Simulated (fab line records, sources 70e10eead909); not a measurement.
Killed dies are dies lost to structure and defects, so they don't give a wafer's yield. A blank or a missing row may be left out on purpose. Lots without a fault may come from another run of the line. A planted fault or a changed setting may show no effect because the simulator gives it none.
fab line records | flow nand_harc | part 2 of 2: steps 22 to 33 of 33
record lots=5 wafers=15 last_day=31
route steps=1302 shown A_BONDPAD@1218 HYBRID_BOND@1237 THIN_TSV@1244
lots that met no fault: from a run of the same line without faults
start_h: hours from the record's first day to the start of the lot's first wafer shown | wait_h: hours since the lot's step before | " the same as in the row above | L1.1+2: a row that stands for several wafers | - no value, or no start given | * or withheld: withheld | < > ~ a bound
route shown NAME@n: a module of which the file shows steps, and the number in the route of the first | usual: mean/standard deviation of fault-free wafers | same: alike in all rows | chamber/n: place in a boat | sites: the reading at each site | _std_site: their standard deviation | _edge_site: outer sites' mean less inner sites' | radius_mm: how far each site lies from the wafer's centre | mask NAME#n: copy n | behind: the tool/chamber that last shaped the wafer | hold: why the lot was held/for how many hours/how that ended | device: the transistor (n, p or np) that didn't switch | end of line: the same wafers' tests at the end of the route | a step without rows: its recipe alone | killed: dies lost to structure and defects at the first sort, not the wafer's yield | map: a wafer's dies, x killed, . not, _ none there
set.NAME: the setting as run; set.NAME@STEP: as run at that earlier step | model.NAME: the simulator's own value behind a step, which no gauge read
lots at some steps of the route; a table a step, a row a wafer
services: from which hour (start_h, from the record's first day; less than 0 if before it) a tool's chamber was out of use, for how many hours, and why
## steps
# step NHARC_HYBRID_BOND_ANNEAL_04
# recipe temp_c=300 time_s=7200 ramp_up_c_per_min=5 ramp_down_c_per_min=3 idle_temp_c=100 pressure_atm=1
# usual spike_tc_lower_C=300.6/1.2 spike_tc_upper_C=299.7/1.3
# columns lot.wafer tool chamber start_h wait_h spike_tc_lower_C spike_tc_upper_C
L076.1 furnace-08 0 543.35 4.1 300.0 296.9
L076.4 " 0 " " 301.3 300.5
L076.5 " 0 " " 301.1 302.1
L077.1 furnace-03 0 558.91 4.4 299.0 300.4
L077.3 " 0 " " 300.8 298.6
L077.4 " 0 " " 299.7 299.6
L080.4 furnace-08 0 607.92 3.7 300.1 299.4
L080.5 " 0 " " 301.3 300.1
L080.6 " 0 " " 300.2 298.8
L082.1 furnace-03 0 629.20 5.6 302.2 298.5
L082.3 " 0 " " 300.0 299.0
L082.5 " 0 " " 298.6 297.2
L093.1 furnace-08 0 709.79 4.1 301.1 301.8
L093.4 " 0 " " 300.8 299.5
L093.6 " 0 " " 301.5 301.7
# step NHARC_HYBRID_BOND_OVL_MEAS_05
# usual overlay_x_nm=-2/33 overlay_y_nm=7/32
# columns lot.wafer tool chamber start_h wait_h overlay_x_nm overlay_y_nm
L076.1 overlay-02 - 548.10 0.4 40 -4
L076.4 " - " " 0 -63
L076.5 " - " " -26 0
L077.1 overlay-02 - 563.64 0.4 -33 29
L077.3 " - " " -23 49
L077.4 " - " " -5 48
L080.4 overlay-01 - 612.68 0.4 4 37
L080.5 " - " " 10 21
L080.6 " - " " -42 53
L082.1 overlay-02 - 633.97 0.4 35 8
L082.3 " - " " 7 34
L082.5 " - " " -13 9
L093.1 overlay-02 - 714.49 0.4 21 -17
L093.4 " - " " -13 8
L093.6 " - " " 29 53
# step NHARC_HYBRID_BOND_INSPECT_06
# recipe inspect_instrument=ir_void
# usual raw_defect_count=87/32
# columns lot.wafer tool chamber start_h wait_h raw_defect_count
L076.1 defect_inspect-02 - 548.15 0.0 102
L076.4 " - " " 96
L076.5 " - " " 98
L077.1 defect_inspect-01 - 563.69 0.0 124
L077.3 " - " " 116
L077.4 " - " " 119
L080.4 defect_inspect-02 - 612.74 0.1 58
L080.5 " - " " 66
L080.6 " - " " 55
L082.1 defect_inspect-01 - 634.02 0.0 122
L082.3 " - " " 131
L082.5 " - " " 117
L093.1 defect_inspect-02 - 714.54 0.0 122
L093.4 " - " " 136
L093.6 " - " " 112
# step NHARC_THIN_TSV_GRIND_00
# recipe target_thk_um=6
# usual motor_current_A=12.001/0.024
# columns lot.wafer tool chamber start_h wait_h motor_current_A
L076.1 grinder-01 0 548.30 0.1 11.988
L076.4 " 0 " " 12.002
L076.5 " 0 " " 11.985
L077.1 grinder-01 0 563.84 0.1 11.971
L077.3 " 0 " " 12.015
L077.4 " 0 " " 11.994
L080.4 grinder-01 0 613.49 0.7 11.997
L080.5 " 0 " " 12.011
L080.6 " 0 " " 11.999
L082.1 grinder-01 0 634.17 0.1 12.011
L082.3 " 0 " " 12.005
L082.5 " 0 " " 12.029
L093.1 grinder-01 0 714.69 0.1 11.980
L093.4 " 0 " " 11.994
L093.6 " 0 " " 12.025
# step NHARC_THIN_TSV_CMP_01
# recipe target_thk_um=3
# usual motor_current_A=11.8/1.2
# columns lot.wafer tool chamber start_h wait_h motor_current_A
L076.4 cmp-01 3 549.57 0.5 12.3
L076.1 " 0 " " 13.3
L076.5 " 1 " " 11.3
L077.3 cmp-03 0 565.05 0.6 12.7
L077.4 " 1 " " 10.5
L077.1 " 3 " " 11.6
L080.4 cmp-01 2 614.15 0.5 10.4
L080.5 " 1 " " 11.3
L080.6 " 2 " " 10.9
L082.3 cmp-02 1 635.39 0.6 11.8
L082.1 " 0 " " 13.1
L082.5 " 2 " " 10.0
L093.4 cmp-01 2 715.94 0.5 10.6
L093.1 " 0 " " 13.6
L093.6 " 1 " " 11.3
# step NHARC_THIN_TSV_THK_MEAS_02
# recipe thk_meas_gauge=ir
# usual thk_nm=2938/220
# columns lot.wafer tool chamber start_h wait_h thk_nm
L076.1 film_metro-01 - 549.79 0.2 2965
L076.4 " - " " 2839
L076.5 " - " " 3104
L077.1 film_metro-01 - 565.32 - 3401
L077.3 " - " " 3159
L077.4 " - " " 2998
L080.4 film_metro-02 - 614.40 0.2 3153
L080.5 " - " " 3059
L080.6 " - " " 3210
L082.1 film_metro-02 - 635.65 - 3012
L082.3 " - " " 3248
L082.5 " - " " 3480
L093.1 film_metro-02 - 716.18 - 2963
L093.4 " - " " 3089
L093.6 " - " " 2986
# step NHARC_THIN_TSV_SRD_03
# columns lot.wafer tool chamber start_h wait_h
L076.1+4+5 wet_bench-10 5,6,0 549.83 0.0
L077.4+3+1 wet_bench-08 4,5,6 565.37 0.0
L080.5+6+4 wet_bench-10 4,7,0 614.44 0.0
L082.3+5+1 wet_bench-08 1,3,4 635.69 0.0
L093.1+4+6 wet_bench-10 6,2,3 716.22 0.0
# step NHARC_THIN_TSV_PRECLEAN_41
# recipe time_s=* temp_c=50 bath_age_min=0 chemistry=SC1
# usual diw_flow_mL_min=1415/3.8
# columns lot.wafer tool chamber start_h wait_h diw_flow_mL_min
L076.1 wet_bench-10 5 549.85 0.0 1408
L076.4 " 6 " " 1420
L076.5 " 0 " " 1410
L077.4 wet_bench-08 4 565.39 0.0 1416
L077.3 " 5 " " 1418
L077.1 " 6 " " 1421
L080.5 wet_bench-10 4 614.47 0.0 1421
L080.6 " 7 " " 1421
L080.4 " 0 " " 1415
L082.3 wet_bench-08 1 635.72 0.0 1411
L082.5 " 3 " " 1410
L082.1 " 4 " " 1416
L093.1 wet_bench-10 6 716.25 0.0 1419
L093.4 " 2 " " 1415
L093.6 " 3 " " 1414
# step NHARC_THIN_TSV_SRD_42
# columns lot.wafer tool chamber start_h wait_h
L076.1+4+5 wet_bench-10 5,6,0 - -
L077.4+3+1 wet_bench-08 4,5,6 - -
L080.5+6+4 wet_bench-10 4,7,0 - -
L082.3+5+1 wet_bench-08 1,3,4 - -
L093.1+4+6 wet_bench-10 6,2,3 - -
# step NHARC_THIN_TSV_DEP_43
# recipe target_thk_a=13285 temp_c=withheld pressure_torr=6.5 rf_w=900 teos_flow_sccm=161.4 flow_sccm=2650 target_thk_nm=1328.5 gas=O2 material=SiO2
# usual throttle_valve_pct=15.9/0.68
# columns lot.wafer tool chamber start_h wait_h throttle_valve_pct
L076.1 pecvd-02 2 550.05 - 16.2
L076.4 " 2 " " 16.0
L076.5 " 0 " " 17.2
L077.3 pecvd-01 1 565.54 - 15.9
L077.1 " 2 " " 15.9
L077.4 " 1 " " 15.5
L080.5 pecvd-01 0 614.76 - 15.0
L080.6 " 1 " " 15.9
L080.4 " 2 " " 15.7
L082.3 pecvd-02 2 635.88 - 15.9
L082.1 " 1 " " 16.3
L082.5 " 2 " " 15.7
L093.1 pecvd-03 0 716.49 - 16.0
L093.6 " 2 " " 16.8
L093.4 " 0 " " 16.2
# step NHARC_THIN_TSV_DEHYDRATE_04
# recipe temp_c=150 time_s=120
# usual chill_plate_temp_C=22.99/0.11 resist_line_temp_C=23.01/0.092
# columns lot.wafer tool chamber start_h wait_h chill_plate_temp_C resist_line_temp_C
L076.1 litho_track-07 0 550.41 - 22.99 22.98
L076.4 " 0 " " 23.00 23.17
L076.5 " 0 " " 22.88 23.12
L077.1 litho_track-03 0 565.94 - 23.16 22.96
L077.3 " 0 " " 23.14 23.08
L077.4 " 0 " " 23.08 23.16
L080.4 litho_track-03 0 615.03 - 22.92 22.99
L080.5 " 0 " " 22.86 23.13
L080.6 " 0 " " 23.03 23.11
L082.1 litho_track-07 0 636.28 - 22.96 22.94
L082.3 " 0 " " 22.97 23.00
L082.5 " 0 " " 23.03 22.98
L093.1 litho_track-07 0 716.81 - 22.87 23.10
L093.4 " 0 " " 23.07 22.92
L093.6 " 0 " " 23.00 23.06
# step NHARC_THIN_TSV_HMDS_05
# recipe time_s=30
# usual chill_plate_temp_C=22.98/0.1 resist_line_temp_C=23.01/0.12
# columns lot.wafer tool chamber start_h wait_h chill_plate_temp_C resist_line_temp_C
L076.1 litho_track-07 0 - - 22.93 23.22
L076.4 " 0 " " 22.98 23.18
L076.5 " 0 " " 22.92 23.13
L077.1 litho_track-03 0 - - 22.93 22.97
L077.3 " 0 " " 23.07 23.23
L077.4 " 0 " " 23.04 23.07
L080.4 litho_track-03 0 - - 22.97 23.15
L080.5 " 0 " " 23.01 22.84
L080.6 " 0 " " 23.21 22.84
L082.1 litho_track-07 0 - - 22.79 23.05
L082.3 " 0 " " 22.93 22.92
L082.5 " 0 " " 23.06 23.07
L093.1 litho_track-07 0 - - 22.89 22.81
L093.4 " 0 " " 22.86 22.73
L093.6 " 0 " " 22.96 22.79
## services
# columns tool chamber start_h hours kind
ecd_cu-01 - 512.25 8.0 pm
rie_diel-09 1 518.58 29.3 repair
pvd_sputter-03 - 526.00 10.0 pm
grinder-01 - 533.67 2.9 repair
pvd_sputter-02 - 552.91 0.8 repair
cmp-01 - 579.55 4.0 pm
rie_diel-11 3 579.65 3.0 repair
litho_track-07 - 601.00 7.0 pm
rie_diel-11 - 609.54 9.0 pm
grinder-01 - 623.48 1.5 repair
pvd_sputter-03 - 625.27 1.1 repair
wet_bench-08 - 646.42 8.0 pm
rie_diel-07 - 648.31 9.0 pm
grinder-01 - 651.87 2.2 repair
pvd_sputter-03 - 656.35 7.7 repair
wet_bench-10 - 663.20 8.0 pm
cmp-01 - 663.94 2.0 repair
rie_diel-11 1 673.45 4.3 repair
rie_diel-09 - 674.10 9.0 pm
cmp-01 - 677.55 4.0 pm
cmp-01 - 682.51 1.0 repair
cmp-01 - 689.56 0.2 repair
pvd_sputter-03 - 704.00 10.0 pm
rie_diel-11 0 705.57 9.4 repair
